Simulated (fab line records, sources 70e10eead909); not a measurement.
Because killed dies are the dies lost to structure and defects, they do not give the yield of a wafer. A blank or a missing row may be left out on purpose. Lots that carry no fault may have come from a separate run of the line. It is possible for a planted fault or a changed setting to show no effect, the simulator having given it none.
The tool behind it: which one?	flow nand_harc	Sampling: 24 lots, 72 wafers, 6 of 1302 route steps

== WHAT EACH GAUGE READ, for each wafer ==
NHARC_A_CONTACT_OVL_MEAS_09. Usual: overlay_x_nm 0.1 nm, standard deviation 0.72; overlay_y_nm -0.2 nm, standard deviation 0.83.
lot	measured	on	overlay_x_nm (nm)	overlay_y_nm (nm)	flag
L075	day 23 01:14	overlay-02	2.0 1.2 1.5	-1.7 -1.6 -1.8	
L074	day 23 03:03	overlay-02	-0.4 -1.2 -1.1	0.6 0.4 -0.2	
L077	day 23 03:30	overlay-01	0.6 0.0 0.1	0.5 0.7 0.5	
L076	day 23 07:25	overlay-02	0.5 0.9 0.3	-0.8 0.1 0.0	
L078	day 23 14:16	overlay-01	-0.2 -0.6 -0.5	-0.2 0.0 -0.8	
L081	day 24 18:33	overlay-02	-0.6 -0.3 -0.3	-0.2 0.4 0.1	
L080	day 24 23:56	overlay-02	-0.5 -0.5 -0.6	-0.8 -1.0 -1.3	
L079	day 25 03:37	overlay-02	0.1 -0.1 0.1	0.2 -0.2 0.3	
L083	day 26 07:03	overlay-02	-0.1 0.1 0.0	-0.3 -0.6 -0.3	
L082	day 26 05:08	overlay-01	-1.3 -0.9 -0.4	-0.3 0.2 -0.2	
L084	day 26 08:38	overlay-01	0.6 1.4 1.2	-0.7 -0.6 -1.0	
L085	day 26 10:29	overlay-01	-0.1 0.2 0.5	2.1 2.1 2.3	
L086	day 27 00:34	overlay-01	-0.1 -0.7 -0.6	0.5 0.6 0.2	
L088	day 28 06:56	overlay-02	-0.6 -0.8 -0.7	-0.2 -1.1 -0.8	
L087	day 28 05:55	overlay-01	1.2 0.8 0.5	0.9 0.3 0.4	
L089	day 28 13:55	overlay-02	0.2 1.0 0.8	0.4 0.7 0.1	
L090	day 28 19:48	overlay-01	0.5 0.0 0.2	0.2 -0.4 -0.5	
L091	day 29 10:07	overlay-01	0.6 0.1 0.2	0.3 -0.7 -0.3	
L094	day 30 02:53	overlay-01	0.1 0.0 0.2	0.7 0.7 0.7	
L092	day 30 05:08	overlay-02	0.0 0.4 0.1	-0.9 -0.9 -1.3	
L093	day 30 09:23	overlay-02	-0.1 -0.3 0.1	-0.9 -0.7 -0.8	
L096	day 31 15:14	overlay-01	-0.5 0.3 0.4	0.1 -0.2 0.3	
L095	day 32 01:35	overlay-01	1.0 1.1 1.0	-0.3 0.0 -0.4	
L097	day 32 05:53	overlay-02	-0.7 -0.6 -0.7	-1.1 -1.4 -1.3	

NHARC_A_CONTACT_INSPECT_10. Usual: raw_defect_count 88, standard deviation 43.
lot	measured	on	raw_defect_count	flag
L075	day 23 01:16	defect_inspect-01	117 99 99	
L074	day 23 03:05	defect_inspect-02	73 67 75	
L077	day 23 03:32	defect_inspect-01	63 64 66	
L076	day 23 07:27	defect_inspect-01	113 99 130	
L078	day 23 14:19	defect_inspect-01	34 34 29	
L081	day 24 18:35	defect_inspect-01	140 143 149	
L080	day 24 23:59	defect_inspect-01	127 118 138	
L079	day 25 03:40	defect_inspect-01	148 150 145	
L083	day 26 07:05	defect_inspect-01	41 44 46	
L082	day 26 05:11	defect_inspect-02	124 113 139	
L084	day 26 08:40	defect_inspect-02	90 85 90	
L085	day 26 10:31	defect_inspect-01	63 67 71	
L086	day 27 00:35	defect_inspect-02	39 47 49	
L088	day 28 06:58	defect_inspect-01	73 62 60	
L087	day 28 05:57	defect_inspect-01	123 99 90	
L089	day 28 13:57	defect_inspect-01	127 119 116	
L090	day 28 19:51	defect_inspect-01	60 58 62	
L091	day 29 10:08	defect_inspect-02	29 32 26	
L094	day 30 02:55	defect_inspect-01	73 85 99	
L092	day 30 05:10	defect_inspect-01	161 148 165	
L093	day 30 09:25	defect_inspect-02	91 69 70	
L096	day 31 15:17	defect_inspect-01	19 26 26	
L095	day 32 01:37	defect_inspect-01	31 50 53	
L097	day 32 05:56	defect_inspect-01	160 139 150	

== EACH LOT AND THE TOOL THAT RAN IT (in order: tool; ch and the chambers of the sampled wafers; start) ==
lot	NHARC_A_CONTACT_ETCH_48	NHARC_A_CONTACT_ETCH_133	NHARC_A_CONTACT_ETCH_106	NHARC_A_CONTACT_STRIP_82
L075	rie_diel-05 ch 0,1,3, day 21 20:54	har_cap_etch-01 ch 0,1, day 22 16:44	rie_diel-09 ch 0,2, day 22 17:54	rie_diel-09 ch 1,2,3, day 23 01:14 or earlier
L074	rie_diel-04 ch 0,1,2, day 21 21:11	har_cap_etch-02 ch 0,1, day 22 16:56	rie_diel-04 ch 0,3, day 22 18:19	rie_diel-04 ch 0,1,3, day 23 03:03 or earlier
L077	rie_diel-09 ch 0,1,3, day 22 06:45	har_cap_etch-01 ch 0,1, day 22 22:24	rie_diel-05 ch 0,1,3, day 22 23:41	rie_diel-05 ch 0,1,3, day 23 03:30 or earlier
L076	rie_diel-05 ch 0,1,3, day 22 08:28	har_cap_etch-02 ch 0,1, day 23 02:38	rie_diel-04 ch 0,1,3, day 23 04:17	rie_diel-04 ch 0,1,2, day 23 07:25 or earlier
L078	rie_diel-09 ch 1,2,3, day 22 18:16	har_cap_etch-01 ch 0,1, day 23 09:35	rie_diel-09 ch 1,2,3, day 23 11:01	rie_diel-09 ch 0,1,3, day 23 14:16 or earlier
L081	rie_diel-05 ch 0,2, day 23 21:30	har_cap_etch-01 ch 0,1, day 24 12:12	rie_diel-09 ch 0,2,3, day 24 13:40	rie_diel-09 ch 0,2, day 24 18:33 or earlier
L080	rie_diel-09 ch 0,2,3, day 24 01:16	har_cap_etch-03 ch 0,1, day 24 18:38	rie_diel-09 ch 0,3, day 24 20:44	rie_diel-09 ch 1,2,3, day 24 23:56 or earlier
L079	rie_diel-04 ch 1,2,3, day 24 07:32	har_cap_etch-01 ch 1, day 24 22:58	rie_diel-09 ch 0,2,3, day 25 00:25	rie_diel-09 ch 1,3, day 25 03:37 or earlier
L083	rie_diel-09 ch 0,1, day 25 05:08	har_cap_etch-02 ch 0,1, day 26 00:58	rie_diel-04 ch 1,2,3, day 26 02:14	rie_diel-04 ch 0,3, day 26 07:03 or earlier
L082	rie_diel-04 ch 1,2, day 25 05:17	har_cap_etch-01 ch 0,1, day 25 22:09	rie_diel-09 ch 1,2, day 25 23:35	rie_diel-09 ch 0,1,3, day 26 05:08 or earlier
L084	rie_diel-09 ch 0,2, day 25 12:01	har_cap_etch-03 ch 0,1, day 26 03:03	rie_diel-09 ch 0,1,2, day 26 04:32	rie_diel-09 ch 1,2, day 26 08:38 or earlier
L085	rie_diel-09 ch 0,3, day 25 15:04	har_cap_etch-01 ch 0,1, day 26 05:04	rie_diel-09 ch 0,2,3, day 26 06:36	rie_diel-09 ch 0,1,3, day 26 10:29 or earlier
L086	rie_diel-05 ch 0,2, day 26 04:04	har_cap_etch-01 ch 0, day 26 17:59	rie_diel-09 ch 0,2,3, day 26 19:25	rie_diel-09 ch 1,2,3, day 27 00:34 or earlier
L088	rie_diel-09 ch 1,2,3, day 27 09:06	har_cap_etch-01 ch 0,1, day 28 01:38	rie_diel-04 ch 0,1,2, day 28 03:05	rie_diel-04 ch 0,1,3, day 28 06:56 or earlier
L087	rie_diel-04 ch 0,1,2, day 27 09:16	har_cap_etch-02 ch 0,1, day 28 00:59	rie_diel-04 ch 0,2,3, day 28 02:17	rie_diel-04 ch 1,3, day 28 05:55 or earlier
L089	rie_diel-09 ch 0,2,3, day 27 13:30	har_cap_etch-02 ch 0,1, day 28 08:11	rie_diel-09 ch 1,2, day 28 09:30	rie_diel-09 ch 0,2, day 28 13:55 or earlier
L090	rie_diel-09 ch 0,1,2, day 28 01:05	har_cap_etch-02 ch 0,1, day 28 15:20	rie_diel-09 ch 2,3, day 28 16:38	rie_diel-09 ch 0,2,3, day 28 19:48 or earlier
L091	rie_diel-09 ch 1,2, day 28 13:50	har_cap_etch-03 ch 0, day 29 03:07	rie_diel-04 ch 1,2,3, day 29 04:26	rie_diel-04 ch 1,3, day 29 10:07 or earlier
L094	rie_diel-05 ch 1,2,3, day 29 08:04	har_cap_etch-03 ch 0,1, day 29 21:49	rie_diel-09 ch 1,2,3, day 29 23:02	rie_diel-09 ch 1,3, day 30 02:53 or earlier
L092	rie_diel-05 ch 0,3, day 29 09:40	har_cap_etch-02 ch 0,1, day 30 00:35	rie_diel-05 ch 0,1,3, day 30 01:56	rie_diel-05 ch 0,1, day 30 05:08 or earlier
L093	rie_diel-05 ch 0,3, day 29 15:51	har_cap_etch-01 ch 0,1, day 30 05:07	rie_diel-09 ch 1,2,3, day 30 06:17	rie_diel-09 ch 0,2,3, day 30 09:23 or earlier
L096	rie_diel-09 ch 1,3, day 30 14:36	har_cap_etch-01 ch 0,1, day 31 04:02	rie_diel-04 ch 0,3, day 31 05:22	rie_diel-04 ch 1,2,3, day 31 15:14 or earlier
L095	rie_diel-05 ch 2,3, day 30 20:17	har_cap_etch-01 ch 0,1, day 31 15:47	rie_diel-09 ch 0,2,3, day 31 16:53	rie_diel-09 ch 0,1,3, day 32 01:35 or earlier
L097	rie_diel-05 ch 1,2,3, day 31 04:33	har_cap_etch-01 ch 0,1, day 31 23:19	rie_diel-09 ch 0,1,3, day 32 00:43	rie_diel-09 ch 0,2,3, day 32 05:53 or earlier
- NHARC_A_CONTACT_ETCH_48: etches the open film in CF4, target depth 39 nm, time 65 s.
- NHARC_A_CONTACT_ETCH_133: etches the open film in C4F8/O2/Ar, time 374 s, target depth 1610 nm.
- NHARC_A_CONTACT_ETCH_106: etches the open film in CF4/O2, target depth 90 nm, overetch 9 nm, time 49.5 s.
- NHARC_A_CONTACT_STRIP_82: strips in O2.

== AS READ BY THE TOOLS THEMSELVES (means over the sampled wafers that have a number; for cases with no such wafer, the mark the record gives instead) ==
NHARC_A_CONTACT_ETCH_48. Usual: drypump_motor_current_A 5.4 A, standard deviation 0.47; oes_product_au 1.002 a.u., standard deviation 0.013; rf_vpp_V 151.1 V, standard deviation 1.4; showerhead_plenum_p_Torr 1.75 Torr, standard deviation 0.09; throttle_valve_pct 13.285 %, standard deviation 0.0088.
lot	tool	drypump_motor_current_A (A)	oes_product_au (a.u.)	rf_vpp_V (V)	showerhead_plenum_p_Torr (Torr)	throttle_valve_pct (%)	flag
L075	rie_diel-05	5.4	0.989	149.7	1.76	13.282	
L074	rie_diel-04	5.4	0.999	151.4	1.75	13.278	
L077	rie_diel-09	5.6	0.997	151.4	1.76	13.284	
L076	rie_diel-05	5.4	0.993	151.0	1.76	13.289	
L078	rie_diel-09	5.4	1.004	151.4	1.74	13.284	
L081	rie_diel-05	5.9	1.004	150.3	1.66	13.287	
L080	rie_diel-09	5.1	1.003	152.0	1.77	13.285	
L079	rie_diel-04	5.8	1.003	151.5	1.79	13.277	
L083	rie_diel-09	5.7	0.995	149.6	1.67	13.287	
L082	rie_diel-04	5.3	1.021	151.5	1.76	13.283	
L084	rie_diel-09	5.0	1.016	150.2	1.70	13.278	
L085	rie_diel-09	5.5	1.001	152.3	1.84	13.279	
L086	rie_diel-05	5.9	0.991	151.4	1.74	13.287	
L088	rie_diel-09	5.4	1.011	150.6	1.74	13.283	
L087	rie_diel-04	5.4	1.007	150.5	1.74	13.274	
L089	rie_diel-09	5.1	1.012	150.5	1.76	13.282	
L090	rie_diel-09	5.3	1.013	150.3	1.68	13.281	
L091	rie_diel-09	5.6	1.006	149.6	1.65	13.282	
L094	rie_diel-05	5.3	0.998	152.1	1.82	13.293	
L092	rie_diel-05	5.5	0.997	150.1	1.75	13.287	
L093	rie_diel-05	5.7	0.990	151.6	1.70	13.285	
L096	rie_diel-09	5.8	1.003	151.7	1.73	13.285	
L095	rie_diel-05	5.5	1.006	152.3	1.86	13.284	
L097	rie_diel-05	5.3	0.996	152.4	1.82	13.290	

NHARC_A_CONTACT_ETCH_106. Usual: drypump_motor_current_A 5.5 A, standard deviation 0.54; o2_flow_sccm 20.00 sccm, standard deviation 0.063; oes_product_au 1.003 a.u., standard deviation 0.012; rf_vpp_V 197.5 V, standard deviation 1.7; showerhead_plenum_p_Torr 1.32 Torr, standard deviation 0.074; throttle_valve_pct 13.398 %, standard deviation 0.009.
lot	tool	drypump_motor_current_A (A)	o2_flow_sccm (sccm)	oes_product_au (a.u.)	rf_vpp_V (V)	showerhead_plenum_p_Torr (Torr)	throttle_valve_pct (%)	flag
L075	rie_diel-09	5.0	19.94	1.014	196.7	1.29	13.389	
L074	rie_diel-04	6.2	20.04	0.985	198.8	1.39	13.399	
L077	rie_diel-05	5.4	20.09	0.996	198.2	1.33	13.404	
L076	rie_diel-04	5.9	19.97	0.996	197.9	1.34	13.398	
L078	rie_diel-09	5.4	20.06	1.007	197.1	1.31	13.398	
L081	rie_diel-09	5.2	20.01	1.001	197.8	1.33	13.393	
L080	rie_diel-09	5.3	19.99	1.011	198.6	1.35	13.397	
L079	rie_diel-09	5.2	19.97	1.011	198.4	1.33	13.400	
L083	rie_diel-04	5.8	19.98	1.004	197.7	1.35	13.395	
L082	rie_diel-09	5.6	20.00	1.010	196.4	1.24	13.391	
L084	rie_diel-09	5.3	20.08	1.009	196.3	1.26	13.394	
L085	rie_diel-09	5.1	20.04	1.012	196.6	1.33	13.390	
L086	rie_diel-09	5.1	20.00	1.010	198.6	1.33	13.401	
L088	rie_diel-04	5.4	20.02	0.999	196.7	1.31	13.402	
L087	rie_diel-04	5.8	19.95	0.999	197.9	1.35	13.392	
L089	rie_diel-09	5.5	19.98	0.999	196.0	1.24	13.399	
L090	rie_diel-09	4.9	19.95	1.004	197.0	1.31	13.409	
L091	rie_diel-04	5.8	20.01	1.004	197.7	1.35	13.403	
L094	rie_diel-09	5.4	19.98	1.013	197.0	1.31	13.396	
L092	rie_diel-05	5.4	19.95	0.988	197.7	1.31	13.394	
L093	rie_diel-09	5.4	19.97	1.010	197.5	1.31	13.392	
L096	rie_diel-04	5.8	20.03	0.981	197.9	1.33	13.396	
L095	rie_diel-09	5.1	19.98	1.005	198.7	1.33	13.394	
L097	rie_diel-09	5.6	19.98	1.003	198.4	1.32	13.396	

NHARC_A_CONTACT_STRIP_82. Usual: drypump_motor_current_A 5.5 A, standard deviation 0.53; o2_flow_sccm 499.9 sccm, standard deviation 1.3; oes_product_au 1.001 a.u., standard deviation 0.012; rf_vpp_V 57.9 V, standard deviation 1; showerhead_plenum_p_Torr 3.49 Torr, standard deviation 0.19; throttle_valve_pct 17.038 %, standard deviation 0.009.
lot	tool	drypump_motor_current_A (A)	o2_flow_sccm (sccm)	oes_product_au (a.u.)	rf_vpp_V (V)	showerhead_plenum_p_Torr (Torr)	throttle_valve_pct (%)	flag
L075	rie_diel-09	5.4	499.0	0.999	57.7	3.48	17.036	
L074	rie_diel-04	5.9	500.2	0.994	58.9	3.55	17.043	
L077	rie_diel-05	5.4	500.7	0.990	58.2	3.50	17.035	
L076	rie_diel-04	5.5	499.1	1.010	57.3	3.47	17.042	
L078	rie_diel-09	5.6	501.1	0.994	58.6	3.51	17.036	
L081	rie_diel-09	5.0	500.8	1.006	57.4	3.40	17.044	
L080	rie_diel-09	5.4	500.5	0.996	57.8	3.47	17.033	
L079	rie_diel-09	5.9	500.7	0.989	58.1	3.46	17.031	
L083	rie_diel-04	5.8	499.7	0.994	57.2	3.54	17.038	
L082	rie_diel-09	5.6	499.1	1.001	58.1	3.51	17.038	
L084	rie_diel-09	5.1	500.9	1.012	57.6	3.31	17.033	
L085	rie_diel-09	5.6	500.6	1.001	58.6	3.51	17.043	
L086	rie_diel-09	5.4	499.9	1.011	57.6	3.47	17.039	
L088	rie_diel-04	5.9	500.0	0.994	57.6	3.52	17.037	
L087	rie_diel-04	6.3	500.1	1.003	58.8	3.63	17.036	
L089	rie_diel-09	5.0	499.8	1.014	57.5	3.39	17.033	
L090	rie_diel-09	5.2	499.2	1.007	57.7	3.51	17.038	
L091	rie_diel-04	5.9	499.6	1.002	58.0	3.52	17.039	
L094	rie_diel-09	5.9	499.5	0.996	58.2	3.45	17.041	
L092	rie_diel-05	5.6	500.7	0.985	57.2	3.38	17.036	
L093	rie_diel-09	5.2	499.0	1.011	57.0	3.51	17.035	
L096	rie_diel-04	5.8	501.0	0.998	57.2	3.55	17.028	
L095	rie_diel-09	5.6	499.8	0.999	58.0	3.50	17.036	
L097	rie_diel-09	5.2	498.4	1.009	58.5	3.51	17.036	

== THE ANSWER, worked out from the rows above alone ==
Rule: lot off if the mean of its wafers having a number is beyond 3 standard deviations from the usual mean. A lot without any number at a reading at which 4 lots or more have one is off too. All remaining lots with rows at the step are treated as sound. After the gauges, taken in route order, come the tools' own readings; for these a lot's mean is taken, as printed above. At the first step where some lot is off, the reading lying furthest off is the one used; lots without a number count as furthest.
No lot is off at any reading shown: from this, nothing can be told.

== WHAT WAS PUT IN BY THE SIMULATOR ==
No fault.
